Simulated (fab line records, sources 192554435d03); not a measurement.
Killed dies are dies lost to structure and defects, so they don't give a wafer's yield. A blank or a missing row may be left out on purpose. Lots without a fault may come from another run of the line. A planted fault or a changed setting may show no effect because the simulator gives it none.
Which tool did it? | flow n5_finfet | 11 lots, 30 wafers sampled, at 1 step of a route of 1938

WHAT THE GAUGES READ, wafer by wafer
N5_BEOL_M13_OVL_MEAS_29.
lot  | measured     | on         | M13_OVL (nm)
L196 | day 11 15:40 | overlay-02 | 0 5 -4
L197 | day 11 21:22 | overlay-01 | 5 12 5
L198 | day 12 12:54 | overlay-02 | 13 9 6
L201 | day 12 18:25 | overlay-01 | 3 3 5
L200 | day 12 22:07 | overlay-01 | -2 0 -9
L204 | day 13 17:20 | overlay-02 | 1 -5 -4
L206 | day 13 23:20 | overlay-02 | -8 -13 -7
L209 | day 14 22:38 | overlay-02 | 3 0 -3
L208 | day 14 22:58 | overlay-01 | -2 -4
L211 | day 15 05:45 | overlay-02 | -3 1
L212 | day 15 14:31 | overlay-01 | -5 -3

WHICH TOOL RAN EACH LOT (tool, then ch and the chambers of the sampled wafers, then the start)
The record holds no process step before these readings.

WHAT THE TOOLS THEMSELVES READ (means of the sampled wafers that have a number; where no wafer has one, the mark that the record gives instead)
The record holds no such reading with a usual standard deviation.

THE ANSWER, worked out from the rows above alone
Rule: what is usual is taken from the lots themselves. Put in order of their means at a reading, lots are off if they are a third of the lots or fewer, leave a main group of 4 or more, and stand apart from it by a gap of 3 or more times the standard deviation of the main group's means; of several such gaps the widest counts. A main group whose means are all the same, to the digits that the tables above print for the reading, isn't used. A lot without any number at a reading at which 4 lots or more have one is off too. The other lots that the step has rows for count as sound. The gauges are gone through in route order, then the tools' own readings, and for those a lot's mean is taken as printed above. The first step at which some lot is off is used, and at that step the reading that is off furthest; a lot without a number counts as furthest.
No lot is off at any reading shown: from this, nothing can be told.

WHAT THE SIMULATOR HAD PUT IN
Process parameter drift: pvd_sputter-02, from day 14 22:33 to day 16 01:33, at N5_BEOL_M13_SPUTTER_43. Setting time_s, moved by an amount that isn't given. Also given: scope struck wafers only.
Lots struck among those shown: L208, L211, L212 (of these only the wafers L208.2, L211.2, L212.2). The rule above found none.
